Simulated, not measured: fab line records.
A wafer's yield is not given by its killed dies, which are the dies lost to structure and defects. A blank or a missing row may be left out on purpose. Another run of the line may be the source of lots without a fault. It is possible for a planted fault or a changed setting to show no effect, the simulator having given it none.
fab line records	flow nandHarc
record lots=12	wafers=36	lastDay=25
route steps=1159 shown P_M1@295 P_M2@318 END@1159
lots that met no fault: from a run of the same line without faults
startH: start of the lot's first displayed wafer, in hours after the record's first day	waitH: hours since the lot's step before	" repeats the value in the row above	L1.1+2: several wafers, shown together as one row	- either no value or no given start	* or withheld: withheld	< > ~ a bound
route shown NAME@n: a module of which the file shows steps, and the number in the route of the first	usual: mean and standard deviation over wafers with no fault	same: alike in all rows	chamber/n: place in a boat	sites: each site's reading	_std_site: standard deviation across them	_edge_site: outer sites' mean less inner sites'	radiusMm: for every site, how far away it sits from the centre of the wafer	mask NAME#n: copy n	behind: the last tool/chamber to shape the wafer	hold: why the lot went on hold/how many hours it stayed there/how the hold came to an end	device: which transistor (n, p or np) failed to switch	end of line: tests run on the same wafers once the route is complete	a step without rows: its recipe alone	killed: at the first sort, the dies lost to defects and structure; wafer yield is something else	map: per-die view of a wafer (x killed, . not killed, _ where there is no die)
set.NAME: the setting the step ran with; set.NAME@STEP: the setting that earlier step ran with	model.NAME: the simulator's own value behind a step, which no gauge read
one table for each step of the route and one row for each wafer, over a sample of lots
services: from which hour (startH, from the record's first day; less than 0 if before it) a tool's chamber was out of use, for how many hours, and why
## steps
# step NHARC_P_M1_CD_MEAS_09
# recipe targetCdNm=130	landingEnergyEv=500
# usual cdNm=130.1/0.54
lot.wafer	tool	chamber	startH	waitH	cdNm
L179.2	cdSem-03	0	131.26	-	129.8
L179.5	"	0	"	"	130.2
L179.6	"	0	"	"	130.0
L178.2	cdSem-01	0	136.02	-	130.1
L178.3	"	0	"	"	130.1
L178.4	"	0	"	"	130.0
L180.2	cdSem-03	0	136.28	-	130.7
L180.3	"	0	"	"	130.4
L180.5	"	0	"	"	130.4
L182.2	cdSem-02	0	142.12	-	129.2
L182.3	"	0	"	"	128.9
L182.4	"	0	"	"	129.6
L183.1	cdSem-01	0	142.57	-	130.3
L183.3	"	0	"	"	130.8
L183.5	"	0	"	"	131.0
L184.2	cdSem-01	0	155.54	-	129.9
L184.3	"	0	"	"	130.1
L184.6	"	0	"	"	129.9
L187.1	cdSem-03	0	182.49	-	129.5
L187.5	"	0	"	"	129.9
L187.6	"	0	"	"	129.7
L188.1	cdSem-02	0	182.88	-	130.6
L188.2	"	0	"	"	130.3
L188.3	"	0	"	"	129.9
L192.1	cdSem-03	0	199.35	-	130.2
L192.2	"	0	"	"	129.3
L192.3	"	0	"	"	129.2
L190.1	cdSem-02	0	202.83	-	130.7
L190.2	"	0	"	"	131.1
L190.6	"	0	"	"	130.6
L193.1	cdSem-03	0	211.44	-	130.5
L193.3	"	0	"	"	129.9
L193.6	"	0	"	"	130.3
L201.2	cdSem-02	0	252.27	-	129.5
L201.3	"	0	"	"	129.6
L201.6	"	0	"	"	129.1
# step NHARC_P_M1_CD_MEAS_16
# usual cdNm=130.1/0.7
lot.wafer	tool	chamber	startH	waitH	cdNm
L179.2	cdSem-01	-	131.76	-	129.6
L179.5	"	-	"	"	130.1
L179.6	"	-	"	"	129.9
L178.2	cdSem-03	-	136.51	-	130.0
L178.3	"	-	"	"	130.3
L178.4	"	-	"	"	130.0
L180.2	cdSem-01	-	136.77	-	130.7
L180.3	"	-	"	"	130.0
L180.5	"	-	"	"	130.0
L182.2	cdSem-02	-	142.60	-	128.1
L182.3	"	-	"	"	128.3
L182.4	"	-	"	"	129.6
L183.1	cdSem-02	-	143.06	-	130.3
L183.3	"	-	"	"	130.5
L183.5	"	-	"	"	130.2
L184.2	cdSem-01	-	156.04	-	129.7
L184.3	"	-	"	"	129.5
L184.6	"	-	"	"	129.7
L187.1	cdSem-03	-	182.98	-	128.9
L187.5	"	-	"	"	129.7
L187.6	"	-	"	"	128.9
L188.1	cdSem-02	-	183.37	-	130.9
L188.2	"	-	"	"	130.5
L188.3	"	-	"	"	130.5
L192.1	cdSem-03	-	199.85	-	129.3
L192.2	"	-	"	"	129.6
L192.3	"	-	"	"	129.9
L190.1	cdSem-01	-	203.32	-	130.8
L190.2	"	-	"	"	131.0
L190.6	"	-	"	"	130.5
L193.1	cdSem-01	-	211.93	-	131.5
L193.3	"	-	"	"	130.1
L193.6	"	-	"	"	130.3
L201.2	cdSem-03	-	252.76	-	128.9
L201.3	"	-	"	"	129.9
L201.6	"	-	"	"	128.6
# step NHARC_P_M1_ETCH_28
# recipe targetDepthA=300	overEtchFrac=0.3	timeS=72.99	ionEnergyEv=150	cf4FlowSccm=50	n2FlowSccm=100	arFlowSccm=150	rfW=300	biasW=100	chemistry=CF4/N2
# usual drypumpMotorCurrentA=5.7/0.3	oesProductAu=0.998/0.0079	rfVppV=314.4/2.2	showerheadPlenumPTorr=2.64/0.11	throttleValvePct=19.794/0.0098
lot.wafer	tool	chamber	startH	waitH	drypumpMotorCurrentA	oesProductAu	rfHoursCounterH	rfVppV	showerheadPlenumPTorr	throttleValvePct
L179.2	rieDiel-11	1	-	-	5.5	1.000	7.1	315.5	2.66	19.796
L179.6	"	2	"	"	5.6	1.004	-	314.9	2.64	19.788
L179.5	"	3	"	"	6.0	0.994	-	316.5	2.75	19.795
L178.2	rieDiel-03	3	-	-	5.4	0.999	1.8	310.8	2.48	19.794
L178.4	"	0	"	"	5.3	0.988	1.8	317.1	2.68	19.788
L178.3	"	1	"	"	6.3	0.987	1.8	312.0	2.46	19.805
L180.2	rieDiel-11	2	-	-	5.7	0.993	6.1	313.7	2.64	19.778
L180.3	"	3	"	"	5.9	0.992	7.0	315.9	2.75	19.789
L180.5	"	2	"	"	5.6	0.996	-	313.2	2.64	19.781
L182.2	rieDiel-05	1	-	-	6.2	0.997	9.0	315.5	2.62	19.782
L182.3	"	3	"	"	6.1	1.000	8.9	317.3	2.79	19.810
L182.4	"	0	"	"	5.7	1.019	9.6	313.6	2.58	19.789
L183.1	rieDiel-11	2	-	-	5.6	0.994	6.5	315.4	2.64	19.804
L183.3	"	3	"	"	6.0	1.001	7.4	317.5	2.75	19.791
L183.5	"	2	"	"	5.6	0.994	-	315.6	2.64	19.798
L184.3	rieDiel-03	2	-	-	5.8	1.010	2.4	317.1	2.74	19.804
L184.2	"	1	"	"	6.2	0.986	2.3	311.8	2.46	19.775
L184.6	"	2	"	"	5.8	1.000	-	316.4	2.74	19.792
L187.1	rieDiel-11	3	-	-	6.0	0.996	9.3	316.4	2.75	19.806
L187.6	"	1	"	"	5.5	1.000	-	315.8	2.66	19.799
L187.5	"	2	"	"	5.6	0.992	-	314.7	2.64	19.790
L188.3	rieDiel-03	2	-	-	5.8	1.005	3.2	317.3	2.74	19.794
L188.1	"	3	"	"	5.4	0.985	3.1	310.7	2.48	19.794
L188.2	"	0	"	"	5.3	0.988	2.9	315.0	2.68	19.772
L192.3	rieDiel-03	2	-	-	5.8	1.010	3.4	316.3	2.74	19.800
L192.1	"	3	"	"	5.4	0.989	3.3	313.1	2.48	19.789
L192.2	"	0	"	"	5.3	0.986	3.2	314.8	2.68	19.786
L190.1	rieDiel-05	0	-	-	5.7	1.012	2.8	313.4	2.58	19.796
L190.2	"	2	"	"	5.2	0.996	2.8	316.2	2.79	19.792
L190.6	"	0	"	"	5.7	1.009	-	314.1	2.58	19.808
L193.3	rieDiel-11	3	-	-	5.9	1.001	0.3	315.4	2.75	19.796
L193.1	"	1	"	"	5.5	0.996	0.4	315.1	2.66	19.795
L193.6	"	3	"	"	6.0	0.991	-	314.8	2.75	19.788
L201.3	rieDiel-11	2	-	-	5.6	0.983	2.2	314.5	2.64	19.804
L201.2	"	3	"	"	6.0	0.981	2.1	316.8	2.75	19.799
L201.6	"	1	"	"	5.4	0.999	-	315.1	2.66	19.805
# step NHARC_P_M2_DEP_00
# recipe targetThkA=1825	targetThkNm=182.5	tempC=withheld	pressureTorr=5	flowSccm=200	rfW=600	material=SiOC
lot.wafer	tool	chamber	startH	waitH
L179.2+5+6	pecvd-04	0,0,1	134.70	-
L178.3+2+4	pecvd-02	1,2,1	140.22	-
L180.3+2+5	pecvd-03	2,0,2	140.35	-
L182.2+3+4	pecvd-02	0,1,0	145.71	-
L183.1+3+5	pecvd-02	0,1,2	146.18	-
L184.3+2+6	pecvd-04	0,2,2	158.94	-
L187.1+5+6	pecvd-02	1,2,0	185.92	-
L188.3+2+1	pecvd-03	2,0,1	186.65	-
L192.1+3+2	pecvd-02	2,0,1	202.82	0.5
L192.1+3+2	pecvd-02	2,0,1	203.39	-
L190.2+1+6	pecvd-02	1,2,0	206.51	-
L193.3+1+6	pecvd-03	1,0,2	214.78	-
L193.3+1+6	pecvd-03	1,0,2	215.40	-
L201.3+2+6	pecvd-04	0,2,2	255.67	-
L201.3+2+6	pecvd-04	0,2,2	256.32	-
# step NHARC_END_SORT_01
# recipe tempC=25
# usual defectLimitedYield=95.3/1.6	killedAtArray=28/10	killedAtOther=0.6/0.85	killedAtPeriphery=3.3/2.3	killedDies=32/11	killedOpen=3.3/1.5	killedShort=2.1/1.4	sort_bin_2_pct=1.5/0.63	sort_bin_3_pct=0.25/0.21	sort_bin_4_pct=3.0/1.1	sortNPass=645/11	sortRimYieldPct=97.6/1.6	sortYieldPct=95.3/1.6
# same grossDies=677	sort_bin_5_pct[%]=0	sort_bin_6_pct[%]=0	sort_bin_7_pct[%]=0	sort_bin_8_pct[%]=0	sortRimNGross=106.00
lot.wafer	tool	chamber	startH	waitH	defectLimitedYield[%]	killedAtArray	killedAtOther	killedAtPeriphery	killedDies	killedOpen	killedShort	sort_bin_2_pct[%]	sort_bin_3_pct[%]	sort_bin_4_pct[%]	sortNPass	sortRimYieldPct[%]	sortYieldPct[%]
L183.1	prober-01	0	475.97	2.5	95.6	26	0	4	30	1	5	1.2	0.15	3.1	647	98.1	95.6
L183.3	prober-01	0	477.56	3.1	95.9	23	0	5	28	1	2	0.4	0.44	3.2	649	98.1	95.9
L183.5	prober-01	0	479.14	3.7	96.5	21	0	3	24	3	2	1.9	0	1.6	653	99.1	96.5
L190.1	prober-01	0	507.00	2.5	93.5	41	0	3	44	4	1	1.8	0.30	4.4	633	96.2	93.5
L190.2	prober-01	0	507.80	2.8	92.9	42	1	5	48	5	1	2.1	0.44	4.6	629	99.1	92.9
L190.6	prober-01	0	510.99	4.0	94.1	35	2	3	40	3	1	1.5	1.18	3.2	637	98.1	94.1
L192.1	prober-02	0	513.39	2.5	97.5	14	1	2	17	3	2	0.9	0.30	1.3	660	99.1	97.5
L192.2	prober-02	0	514.19	2.8	96.8	18	0	4	22	2	2	0.9	0.15	2.2	655	95.3	96.8
L192.3	prober-02	0	514.98	3.1	97.3	18	0	0	18	3	2	1.2	0.15	1.3	659	99.1	97.3
L193.1	prober-02	0	536.05	2.5	93.9	36	1	4	41	4	0	2.1	0.59	3.4	636	97.2	93.9
L193.3	prober-02	0	537.64	3.1	95.3	30	0	2	32	2	1	1.2	0.15	3.4	645	97.2	95.3
L193.6	prober-02	0	540.02	4.0	95.6	28	0	2	30	6	1	2.1	0.15	2.2	647	98.1	95.6
# killed by level:class
L183.1 A_SLIT:chamberFilmFlake=11 A_CONTACT:chamberFilmFlake=6 A_WL_FILL:geometricParticle:short=2 A_CONTACT:geometricParticle:short=2 P_GATE:chamberFilmFlake=2 A_CHANNEL_HOLE_D1:chamberFilmFlake=2 A_STAIRCASE:chamberFilmFlake=2 P_CONTACT:geometricParticle:short=1
L183.3 A_SLIT:chamberFilmFlake=12 A_CHANNEL_HOLE_D1:chamberFilmFlake=4 A_STAIRCASE:chamberFilmFlake=3 P_STI:chamberFilmFlake=2 P_GATE:chamberFilmFlake=2 A_ONON_D1:geometricParticle:short=1 A_SGD_CUT:geometricParticle:open=1 A_BLC:geometricParticle:short=1
L183.5 A_SLIT:chamberFilmFlake=9 A_CONTACT:chamberFilmFlake=4 A_WL_FILL:geometricParticle:short=2 A_CHANNEL_HOLE_D1:chamberFilmFlake=2 A_CHANNEL_FILL_D1:chamberFilmFlake=2 P_GATE:geometricParticle:open=1 A_ONON_D1:geometricParticle:open=1 A_WL_FILL:geometricParticle:open=1
L190.1 A_SLIT:chamberFilmFlake=16 A_CHANNEL_HOLE_D1:chamberFilmFlake=14 A_BLC:chamberFilmFlake=5 A_CONTACT:chamberFilmFlake=3 P_CONTACT:geometricParticle:open=2 A_WL_FILL:geometricParticle:open=1 A_CONTACT:geometricParticle:open=1 A_M0:geometricParticle:short=1
L190.2 A_CHANNEL_HOLE_D1:chamberFilmFlake=17 A_SLIT:chamberFilmFlake=10 A_CONTACT:chamberFilmFlake=5 A_BLC:chamberFilmFlake=4 P_M0:geometricParticle:open=2 A_CHANNEL_FILL_D1:chamberFilmFlake=2 P_M2:geometricParticle:short=1 A_CHANNEL_HOLE_D1:geometricParticle:open=1
L190.6 A_CHANNEL_HOLE_D1:chamberFilmFlake=13 A_SLIT:chamberFilmFlake=11 A_CONTACT:chamberFilmFlake=3 A_CHANNEL_FILL_D1:chamberFilmFlake=2 A_CONTACT:geometricParticle:open=2 A_ZERO_WELL:chamberFilmFlake=2 A_BLC:chamberFilmFlake=2 P_GATE:geometricParticle:short=1
L192.1 A_CHANNEL_HOLE_D1:chamberFilmFlake=7 A_SGD_CUT:geometricParticle:open=2 P_GATE:chamberFilmFlake=2 A_ONON_D1:geometricParticle:short=1 A_SGD_CUT:geometricParticle:short=1 STARTING-WAFER:geometricParticle:open=1 A_STAIRCASE:chamberFilmFlake=1 A_SLIT:chamberFilmFlake=1
L192.2 A_CHANNEL_HOLE_D1:chamberFilmFlake=8 A_CONTACT:chamberFilmFlake=6 A_WL_FILL:chamberFilmFlake=2 P_GATE:geometricParticle:short=1 P_CONTACT:geometricParticle:open=1 P_M1:geometricParticle:open=1 A_WL_FILL:geometricParticle:short=1 P_M0:chamberFilmFlake=1
L192.3 A_CHANNEL_HOLE_D1:chamberFilmFlake=7 A_CONTACT:chamberFilmFlake=3 A_WL_FILL:chamberFilmFlake=2 A_SOURCE_PLATE:geometricParticle:open=1 A_ONON_D1:geometricParticle:short=1 A_CHANNEL_FILL_D1:geometricParticle:open=1 A_SGD_CUT:geometricParticle:short=1 A_WL_FILL:geometricParticle:open=1
L193.1 A_SLIT:chamberFilmFlake=17 A_CHANNEL_HOLE_D1:chamberFilmFlake=6 P_M1:chamberFilmFlake=3 A_BONDPAD:chamberFilmFlake=3 A_ZERO_WELL:chamberFilmFlake=2 A_STAIRCASE:chamberFilmFlake=2 A_CONTACT:chamberFilmFlake=2 A_WL_FILL:geometricParticle:open=1
L193.3 A_SLIT:chamberFilmFlake=12 A_CHANNEL_HOLE_D1:chamberFilmFlake=7 A_BONDPAD:chamberFilmFlake=5 A_CONTACT:chamberFilmFlake=2 P_GATE:geometricParticle:short=1 A_SOURCE_PLATE:geometricParticle:open=1 A_CONTACT:geometricParticle:open=1 P_M1:chamberFilmFlake=1
L193.6 A_SLIT:chamberFilmFlake=6 A_CHANNEL_HOLE_D1:chamberFilmFlake=5 A_BONDPAD:chamberFilmFlake=5 A_CONTACT:geometricParticle:open=3 A_CONTACT:chamberFilmFlake=3 A_CHANNEL_FILL_D1:geometricParticle:short=1 A_SGD_CUT:geometricParticle:open=1 A_WL_FILL:geometricParticle:open=1
## services
tool	chamber	startH	hours	kind
pecvd-03	-	111.33	13.0	pm
rieDiel-11	0	119.82	-	clean
rieDiel-11	1	119.82	-	clean
rieDiel-11	2	119.82	-	clean
rieDiel-05	1	133.10	7.0	repair
pecvd-04	-	148.73	1.8	repair
pecvd-04	-	151.20	1.7	repair
pecvd-02	-	153.27	13.0	pm
pecvd-02	0	153.27	13.0	ventCycle
pecvd-02	1	153.27	13.0	ventCycle
pecvd-02	2	153.27	13.0	ventCycle
rieDiel-05	-	163.62	9.0	pm
pecvd-02	0	166.27	-	clean
pecvd-02	1	166.27	-	clean
pecvd-02	2	166.27	-	clean
pecvd-02	-	170.28	0.6	repair
rieDiel-03	3	174.25	3.4	repair
rieDiel-11	-	189.50	9.0	pm
pecvd-04	-	195.00	13.0	pm
pecvd-03	0	196.69	13.8	repair
rieDiel-11	1	213.78	7.6	repair
rieDiel-03	-	215.30	9.0	pm
rieDiel-11	3	225.72	1.7	repair
pecvd-04	0	240.18	6.7	repair
## key
firstSign step=NHARC_P_M2_DEP_00	reading=visit	direction=added
effect none on later readings
metAt NHARC_P_M2_DEP_00
struckLots L192,L193,L201
notActingAt NHARC_P_M1_CD_MEAS_09,NHARC_P_M1_CD_MEAS_16,NHARC_P_M1_ETCH_28
fault kind=repeatedStepWhole	tool=pecvd-02,pecvd-03,pecvd-04	chamber=-	onsetH=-	steps=NHARC_P_M2_DEP_00	times=1	scope=struckLotsOnly
